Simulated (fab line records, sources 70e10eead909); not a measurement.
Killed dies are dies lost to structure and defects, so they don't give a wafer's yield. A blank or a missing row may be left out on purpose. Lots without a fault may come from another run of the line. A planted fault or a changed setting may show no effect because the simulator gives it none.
fab line records | flow nand_harc
record lots=11 wafers=33 last_day=33
route steps=1302 shown A_BONDPAD@1202 END@1302
lots that met no fault: from a run of the same line without faults
start_h: hours from the record's first day to the start of the lot's first wafer shown | wait_h: hours since the lot's step before | " the same as in the row above | L1.1+2: a row that stands for several wafers | - no value, or no start given | * or withheld: withheld | < > ~ a bound
route shown NAME@n: a module of which the file shows steps, and the number in the route of the first | usual: mean/standard deviation of fault-free wafers | same: alike in all rows | chamber/n: place in a boat | sites: the reading at each site | _std_site: their standard deviation | _edge_site: outer sites' mean less inner sites' | radius_mm: how far each site lies from the wafer's centre | mask NAME#n: copy n | behind: the tool/chamber that last shaped the wafer | hold: why the lot was held/for how many hours/how that ended | device: the transistor (n, p or np) that didn't switch | end of line: the same wafers' tests at the end of the route | a step without rows: its recipe alone | killed: dies lost to structure and defects at the first sort, not the wafer's yield | map: a wafer's dies, x killed, . not, _ none there
set.NAME: the setting as run; set.NAME@STEP: as run at that earlier step | model.NAME: the simulator's own value behind a step, which no gauge read
steps of the route over a sample of lots; a table a step, a row a wafer
services: from which hour (start_h, from the record's first day; less than 0 if before it) a tool's chamber was out of use, for how many hours, and why
## steps
# step NHARC_A_BONDPAD_DEP_00
# recipe target_thk_a=2500 temp_c=370 target_thk_nm=250 pressure_torr=3 flow_sccm=200 rf_w=450 material=SiCN
# usual heater_power_w=567/66
# columns lot.wafer tool chamber start_h wait_h heater_power_w
L980.1 pecvd-03 2 530.97 - 564
L980.3 " 0 " " 521
L980.6 " 0 " " 536
L986.1 pecvd-04 1 - - 621
L986.4 " 1 " " 621
L986.5 " 2 " " 678
L993.2 pecvd-03 1 668.83 - 496
L993.3 " 0 " " 549
L993.4 " 0 " " 562
L994.3 pecvd-02 1 - - 599
L994.6 " 0 " " 602
L994.4 " 2 " " 476
L995.4 pecvd-03 0 688.27 - 433
L995.5 " 1 " " 605
L995.6 " 2 " " 488
L996.1 pecvd-03 2 689.69 - 483
L996.4 " 0 " " 497
L996.6 " 1 " " 628
L997.3 pecvd-03 1 695.34 - 624
L997.2 " 0 " " 512
L997.5 " 0 " " 510
L998.3 pecvd-03 0 715.37 - 562
L998.5 " 0 " " 440
L998.4 " 2 " " 485
L101.3 pecvd-03 2 746.39 - 569
L101.6 " 2 " " 575
L101.5 " 0 " " 454
L100.3 pecvd-04 1 748.16 - 650
L100.2 " 2 " " 632
L100.5 " 0 " " 445
L102.2 pecvd-02 0 768.16 - 593
L102.3 " 1 " " 590
L102.6 " 2 " " 455
# step NHARC_A_BONDPAD_CMP_29
# recipe target_thk_nm=200 material=SiCN
# usual motor_current_A=12.4/0.77
# columns lot.wafer tool chamber start_h wait_h motor_current_A
L980.3 cmp-01 0 531.38 - 12.2
L980.1 " 1 " " 11.8
L980.6 " 2 " " 11.9
L986.1 cmp-03 3 599.94 - 11.0
L986.4 " 1 " " 13.8
L986.5 " 3 " " 11.8
L993.2 cmp-04 0 669.27 - 12.8
L993.4 " 1 " " 12.6
L993.3 " 2 " " 12.0
L994.3 cmp-03 0 680.83 - 13.7
L994.4 " 1 " " 14.4
L994.6 " 0 " " 13.1
L995.4 cmp-01 0 688.59 - 12.6
L995.5 " 2 " " 11.8
L995.6 " 3 " " 12.1
L996.4 cmp-03 2 690.13 - 12.2
L996.1 " 0 " " 13.3
L996.6 " 1 " " 14.4
L997.3 cmp-03 1 695.80 - 13.5
L997.2 " 2 " " 12.8
L997.5 " 0 " " 13.3
L998.4 cmp-03 0 715.83 - 12.9
L998.3 " 1 " " 13.4
L998.5 " 2 " " 12.3
L101.3 cmp-04 1 746.79 - 12.1
L101.5 " 1 " " 12.8
L101.6 " 2 " " 12.5
L100.3 cmp-04 1 748.55 - 12.7
L100.2 " 2 " " 12.0
L100.5 " 1 " " 12.1
L102.3 cmp-03 2 768.53 - 12.7
L102.2 " 1 " " 13.5
L102.6 " 2 " " 12.8
# step NHARC_A_BONDPAD_DESCUM_11
# recipe time_s=3 o2_flow_sccm=200 ar_flow_sccm=0 bias_power_w=0 chemistry=O2
# usual drypump_motor_current_A=5.9/0.38 o2_flow_sccm=199.9/0.58 oes_product_au=0.999/0.0083 rf_vpp_V=57.8/0.86 showerhead_plenum_p_Torr=1.91/0.086 throttle_valve_pct=11.310/0.0098
# columns lot.wafer tool chamber start_h wait_h drypump_motor_current_A o2_flow_sccm oes_product_au rf_hours_counter_h rf_vpp_V showerhead_plenum_p_Torr throttle_valve_pct
L980.3 rie_diel-11 2 532.35 - 6.6 200.0 1.006 2 57.6 1.79 11.322
L980.1 " 3 " " 5.6 200.3 1.001 2 57.0 1.93 11.310
L980.6 " 2 " " 6.6 200.5 1.001 - 56.6 1.79 11.309
L986.1 rie_diel-11 3 600.90 - 5.6 199.7 1.012 4 58.1 1.93 11.311
L986.4 " 0 " " 6.0 199.1 1.014 5 56.8 1.97 11.315
L986.5 " 1 " " 5.7 200.3 0.999 - 57.0 1.87 11.308
L993.4 rie_diel-11 3 670.16 - 5.5 199.8 0.999 1 58.5 1.93 11.327
L993.3 " 0 " " 6.0 200.9 0.996 1 56.8 1.97 11.307
L993.2 " 1 " " 5.7 200.0 0.997 1 57.1 1.87 11.308
L994.4 rie_diel-11 1 681.75 - 5.7 200.0 1.000 1 55.9 1.87 11.319
L994.3 " 2 " " 6.5 199.8 1.008 2 56.6 1.79 11.308
L994.6 " 0 " " 6.0 199.8 1.012 - 59.4 1.97 11.304
L995.4 rie_diel-11 3 689.46 - 5.6 201.0 1.000 2 57.7 1.93 11.310
L995.5 " 1 " " 5.7 199.8 0.994 - 58.2 1.87 11.318
L995.6 " 2 " " 6.5 201.0 0.997 - 57.2 1.79 11.291
L996.1 rie_diel-11 3 691.13 - 5.5 199.3 1.009 2 57.6 1.93 11.321
L996.4 " 2 " " 6.5 198.8 1.009 2 57.6 1.79 11.313
L996.6 " 0 " " 6.0 200.6 0.998 - 59.6 1.97 11.319
L997.3 rie_diel-11 0 696.78 - 6.0 199.9 0.986 2 58.4 1.97 11.318
L997.2 " 1 " " 5.7 199.6 0.980 2 58.7 1.87 11.324
L997.5 " 3 " " 5.5 200.1 0.991 - 58.5 1.93 11.325
L998.4 rie_diel-11 2 716.71 - 6.6 199.0 1.004 3 57.6 1.79 11.291
L998.3 " 3 " " 5.5 199.4 1.001 2 58.2 1.93 11.317
L998.5 " 1 " " 5.7 199.2 0.994 - 58.6 1.87 11.316
L101.3 rie_diel-04 3 747.70 - 6.3 200.7 0.987 7 57.6 1.86 11.313
L101.5 " 3 " " 6.3 200.1 0.974 - 57.4 1.86 11.317
L101.6 " 0 " " 5.6 199.6 0.993 - 57.4 2.05 11.307
L100.3 rie_diel-11 0 749.55 - 6.0 199.4 1.010 3 57.7 1.96 11.329
L100.2 " 2 " " 6.6 200.3 0.995 4 56.9 1.79 11.293
L100.5 " 0 " " 6.0 199.6 1.004 - 57.4 1.96 11.305
L102.3 rie_diel-09 1 769.56 - 5.6 199.3 0.990 17 58.0 2.00 11.311
L102.2 " 3 " " 5.7 197.7 1.004 17 58.1 2.07 11.313
L102.6 " 2 " " 6.3 200.5 1.000 - 57.2 1.93 11.312
# step NHARC_A_BONDPAD_ETCH_34
# recipe target_depth_a=600 overetch_a=180 time_s=65.91 ion_energy_ev=200 n2_flow_sccm=150 h2_flow_sccm=150 ar_flow_sccm=0 rf_w=400 bias_w=150 chemistry=N2/H2
# usual bias_w=150.0/0.46 drypump_motor_current_A=5.9/0.38 oes_product_au=0.999/0.0082 rf_vpp_V=430.3/2.6 run_length_s=87.3/0.47 showerhead_plenum_p_Torr=2.03/0.092 throttle_valve_pct=14.170/0.0098
# columns lot.wafer tool chamber start_h wait_h bias_w drypump_motor_current_A oes_product_au rf_hours_counter_h rf_vpp_V run_length_s showerhead_plenum_p_Torr throttle_valve_pct
L980.1 rie_diel-11 1 532.44 0.1 150.0 5.7 0.999 2 430.1 88.3 1.99 14.172
L980.3 " 2 " " 149.9 6.6 1.012 2 425.7 87.6 1.90 14.159
L980.6 " 2 " " 150.0 6.6 1.015 - 425.9 87.3 1.90 14.177
L986.1 rie_diel-11 2 600.97 0.1 149.7 6.6 1.007 5 426.9 87.2 1.90 14.167
L986.4 " 0 " " - 6.0 1.007 5 433.4 70.4 2.10 14.158
L986.5 " 2 " " 149.5 6.6 1.015 - 424.9 87.7 1.90 14.171
L993.3 rie_diel-11 2 670.23 0.1 149.9 6.6 1.014 1 426.4 87.8 1.90 14.152
L993.2 " 0 " " 149.7 6.0 1.001 1 433.0 87.3 2.10 14.185
L993.4 " 1 " " 149.5 5.7 0.998 1 428.8 87.7 1.99 14.173
L994.3 rie_diel-11 1 681.82 0.1 150.1 5.7 1.004 1 428.3 87.7 1.99 14.174
L994.4 " 2 " " 149.8 6.6 1.009 2 426.7 87.3 1.90 14.160
L994.6 " 1 " " 150.6 5.7 1.004 - 430.5 88.2 1.99 14.171
L995.4 rie_diel-11 2 689.55 0.1 150.4 6.6 1.006 2 427.6 87.6 1.90 14.167
L995.5 " 3 " " 150.1 5.6 1.000 - 430.1 86.9 2.06 14.177
L995.6 " 0 " " 149.3 6.0 1.003 - 433.4 87.2 2.10 14.162
L996.4 rie_diel-11 0 691.22 0.1 150.2 6.0 1.002 2 431.0 87.7 2.10 14.183
L996.1 " 1 " " 149.5 5.7 0.991 1 429.6 87.8 1.99 14.166
L996.6 " 3 " " 149.9 5.5 1.002 - 430.0 86.9 2.06 14.157
L997.3 rie_diel-11 3 696.86 0.1 149.6 5.5 1.004 2 431.5 86.9 2.06 14.174
L997.2 " 1 " " 149.4 5.7 0.991 2 429.8 88.5 1.99 14.173
L997.5 " 3 " " 149.6 5.5 1.005 - 431.6 86.9 2.06 14.172
L998.4 rie_diel-11 0 716.77 0.1 149.3 6.0 1.023 2 431.7 87.2 2.10 14.175
L998.3 " 1 " " 150.6 5.7 1.001 2 429.6 88.1 1.99 14.179
L998.5 " 1 " " 150.1 5.7 1.003 - 430.0 87.9 1.99 14.172
L101.3 rie_diel-04 0 747.79 0.1 150.4 5.6 0.994 13 435.5 87.3 2.19 14.163
L101.6 " 2 " " 149.6 5.7 0.995 - 429.0 87.7 2.01 14.150
L101.5 " 3 " " 149.7 6.3 0.999 - 429.6 86.9 1.98 14.154
L100.3 rie_diel-04 2 749.65 0.1 149.3 5.7 0.997 11 429.9 87.7 2.01 14.160
L100.2 " 0 " " 150.7 5.6 0.999 13 434.8 87.1 2.19 14.168
L100.5 " 2 " " 149.6 5.7 1.003 - 431.1 87.2 2.01 14.185
L102.2 rie_diel-09 0 769.65 0.1 149.5 6.4 0.982 16 426.9 86.6 1.91 14.177
L102.3 " 1 " " 149.3 5.6 0.981 17 433.8 87.1 2.13 14.163
L102.6 " 0 " " 149.2 6.4 0.993 - 427.0 86.5 1.91 14.179
# step NHARC_END_SORT_01
# recipe temp_c=25
# usual defect_limited_yield=92/3 killed_at_array=52/20 killed_at_other=1.0/1.3 killed_at_periphery=3.7/2.2 killed_dies=57/20 killed_open=3.2/1.6 killed_short=2.4/1.6 sort_bin_2_pct=2.9/1.4 sort_bin_3_pct=0.6/0.41 sort_bin_4_pct=4.8/1.5 sort_n_pass=620/20 sort_rim_yield_pct=93/3.5 sort_yield_pct=92/3
# same gross_dies=677 sort_bin_5_pct[%]=0 sort_bin_6_pct[%]=0 sort_bin_7_pct[%]=0 sort_bin_8_pct[%]=0 sort_rim_n_gross=106.00
# columns lot.wafer tool chamber start_h wait_h defect_limited_yield[%] killed_at_array killed_at_other killed_at_periphery killed_dies killed_open killed_short sort_bin_2_pct[%] sort_bin_3_pct[%] sort_bin_4_pct[%] sort_n_pass sort_rim_yield_pct[%] sort_yield_pct[%]
L993.2 prober-01 0 702.49 2.8 94 41 0 3 44 5 7 1.6 0.6 4.3 633 91 94
L993.3 prober-01 0 703.29 3.1 94 38 0 4 42 2 2 2.1 0.4 3.7 635 92 94
L993.4 prober-01 0 704.09 3.4 93 43 0 4 47 6 2 2.2 0.9 3.8 630 95 93
L994.3 prober-02 0 713.31 3.1 96 25 0 2 27 1 0 1.0 0.6 2.4 650 95 96
L994.4 prober-02 0 714.10 3.4 94 33 0 10 43 4 4 1.6 0.3 4.4 634 94 94
L994.6 prober-02 0 715.68 3.9 95 29 0 4 33 4 2 1.5 0.1 3.2 644 96 95
L998.3 prober-02 0 748.90 3.0 91 59 1 2 62 4 2 3.1 0.3 5.8 615 97 91
L998.4 prober-02 0 749.69 3.3 92 53 1 3 57 2 0 3.4 0.6 4.4 620 94 92
L998.5 prober-02 0 750.48 3.6 90 64 2 5 71 5 0 2.2 0.6 7.7 606 98 90
L101.3 prober-02 0 779.11 3.1 96 23 0 5 28 4 2 1.3 0.4 2.4 649 96 96
L101.5 prober-02 0 780.68 3.6 95 26 0 5 31 1 0 1.0 0.4 3.1 646 93 95
L101.6 prober-02 0 781.47 3.9 96 21 2 4 27 3 2 1.3 0.1 2.5 650 96 96
# killed by level:class
L993.2 A_CHANNEL_HOLE_D1:chamber_film_flake=23 A_WL_FILL:geometric_particle:short=3 A_SLIT:chamber_film_flake=3 A_DECK1_JOINT:geometric_particle:short=2 P_M1:chamber_film_flake=2 P_CONTACT:geometric_particle:open=1 A_SOURCE_PLATE:geometric_particle:short=1 A_SOURCE_PLATE:geometric_particle:open=1
L993.3 A_CHANNEL_HOLE_D1:chamber_film_flake=27 A_SLIT:chamber_film_flake=4 A_CONTACT:chamber_film_flake=2 P_BONDPAD:geometric_particle:short=1 A_ONON_D1:geometric_particle:short=1 A_ONON_D1:geometric_particle:open=1 A_M0:geometric_particle:open=1 P_ZERO_WELL:chamber_film_flake=1
L993.4 A_CHANNEL_HOLE_D1:chamber_film_flake=22 A_SLIT:chamber_film_flake=4 A_WL_FILL:geometric_particle:short=2 P_M1:chamber_film_flake=2 A_CONTACT:chamber_film_flake=2 A_M0:chamber_film_flake=2 A_ONON_D1:geometric_particle:open=1 A_ONON_D2:geometric_particle:open=1
L994.3 A_CHANNEL_HOLE_D1:chamber_film_flake=10 A_CONTACT:chamber_film_flake=5 A_CHANNEL_FILL_D1:chamber_film_flake=5 P_CONTACT:chamber_film_flake=2 A_SLIT:chamber_film_flake=2 A_CHANNEL_HOLE_D2:geometric_particle:open=1 A_WL_FILL:chamber_film_flake=1 A_M0:chamber_film_flake=1
L994.4 A_CHANNEL_HOLE_D1:chamber_film_flake=11 P_CONTACT:chamber_film_flake=8 A_STAIRCASE:chamber_film_flake=4 A_CONTACT:chamber_film_flake=4 A_CHANNEL_FILL_D1:chamber_film_flake=3 A_SLIT:chamber_film_flake=3 A_DECK1_JOINT:geometric_particle:open=2 A_ONON_D2:geometric_particle:short=2
L994.6 A_CHANNEL_HOLE_D1:chamber_film_flake=11 A_CONTACT:chamber_film_flake=6 A_SLIT:chamber_film_flake=4 P_CONTACT:chamber_film_flake=3 A_CHANNEL_FILL_D1:chamber_film_flake=2 A_ONON_D2:geometric_particle:open=1 P_M0:geometric_particle:open=1 A_ONON_D1:geometric_particle:short=1
L998.3 A_CHANNEL_HOLE_D2:chamber_film_flake=29 A_CHANNEL_HOLE_D1:chamber_film_flake=6 A_SLIT:chamber_film_flake=6 A_CONTACT:chamber_film_flake=5 A_CHANNEL_FILL_D1:chamber_film_flake=4 A_ZERO_WELL:chamber_film_flake=2 A_M1:chamber_film_flake=2 P_STI:geometric_particle:open=1
L998.4 A_CHANNEL_HOLE_D2:chamber_film_flake=21 A_CHANNEL_HOLE_D1:chamber_film_flake=10 A_SLIT:chamber_film_flake=4 A_CONTACT:chamber_film_flake=4 A_STAIRCASE:chamber_film_flake=3 A_M1:chamber_film_flake=3 P_ZERO_WELL:chamber_film_flake=2 A_ZERO_WELL:chamber_film_flake=2
L998.5 A_CHANNEL_HOLE_D2:chamber_film_flake=27 A_CHANNEL_HOLE_D1:chamber_film_flake=8 A_CONTACT:chamber_film_flake=8 A_SLIT:chamber_film_flake=6 A_ZERO_WELL:chamber_film_flake=4 P_GATE:chamber_film_flake=3 A_CHANNEL_FILL_D1:chamber_film_flake=2 A_DECK1_JOINT:chamber_film_flake=2
L101.3 A_SLIT:chamber_film_flake=8 A_BLC:chamber_film_flake=4 P_BONDPAD:chamber_film_flake=3 A_STAIRCASE:chamber_film_flake=3 P_GATE:chamber_film_flake=2 A_CONTACT:chamber_film_flake=2 A_CHANNEL_FILL_D1:geometric_particle:open=1 A_ONON_D2:geometric_particle:short=1
L101.5 A_SLIT:chamber_film_flake=13 A_CONTACT:chamber_film_flake=8 P_BONDPAD:chamber_film_flake=2 A_STAIRCASE:chamber_film_flake=2 A_BLC:chamber_film_flake=2 P_M1:geometric_particle:open=1 P_ZERO_WELL:chamber_film_flake=1 P_GATE:chamber_film_flake=1
L101.6 A_SLIT:chamber_film_flake=9 A_CONTACT:chamber_film_flake=5 P_GATE:chamber_film_flake=3 THIN_TSV:chamber_film_flake=2 A_ONON_D2:geometric_particle:short=1 A_CHANNEL_FILL_D2:geometric_particle:open=1 A_STAIRCASE:geometric_particle:open=1 A_WL_FILL:geometric_particle:short=1
## services
# columns tool chamber start_h hours kind
cmp-03 - 521.72 1.3 repair
cmp-04 - 525.58 2.0 repair
cmp-04 - 527.61 4.0 pm
rie_diel-04 - 532.15 9.0 pm
pecvd-03 - 547.28 13.0 pm
cmp-04 - 547.90 1.1 repair
cmp-04 - 553.76 2.7 repair
cmp-03 - 554.10 4.0 pm
rie_diel-11 3 555.53 7.7 repair
rie_diel-04 1 558.39 3.9 repair
rie_diel-11 - 609.50 9.0 pm
cmp-04 - 625.62 4.0 pm
pecvd-03 - 632.15 0.6 repair
rie_diel-11 1 632.22 9.4 repair
cmp-03 - 652.10 4.0 pm
cmp-04 - 661.36 0.9 repair
cmp-04 - 704.34 2.2 repair
cmp-03 - 705.61 1.5 repair
rie_diel-04 - 709.15 9.0 pm
cmp-04 - 720.05 2.8 repair
cmp-04 - 723.62 4.0 pm
pecvd-03 - 728.28 13.0 pm
rie_diel-11 - 749.62 12.2 repair
cmp-03 - 750.10 4.0 pm
## key
first_sign step=NHARC_A_BONDPAD_ETCH_34 reading=run_length_s direction=down sigmas=36 usual=* struck=*
effect none on later readings
met_at NHARC_A_BONDPAD_ETCH_34
struck_lots L986
struck_wafers L986.4
not_acting_at NHARC_A_BONDPAD_DEP_00,NHARC_A_BONDPAD_CMP_29,NHARC_A_BONDPAD_DESCUM_11
fault kind=process_parameter_drift tool=rie_diel-11 chamber=0 onset_h=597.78 steps=NHARC_A_BONDPAD_ETCH_34 channel=time_s offset=* shape=step end_h=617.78 acts_in=* stated=*
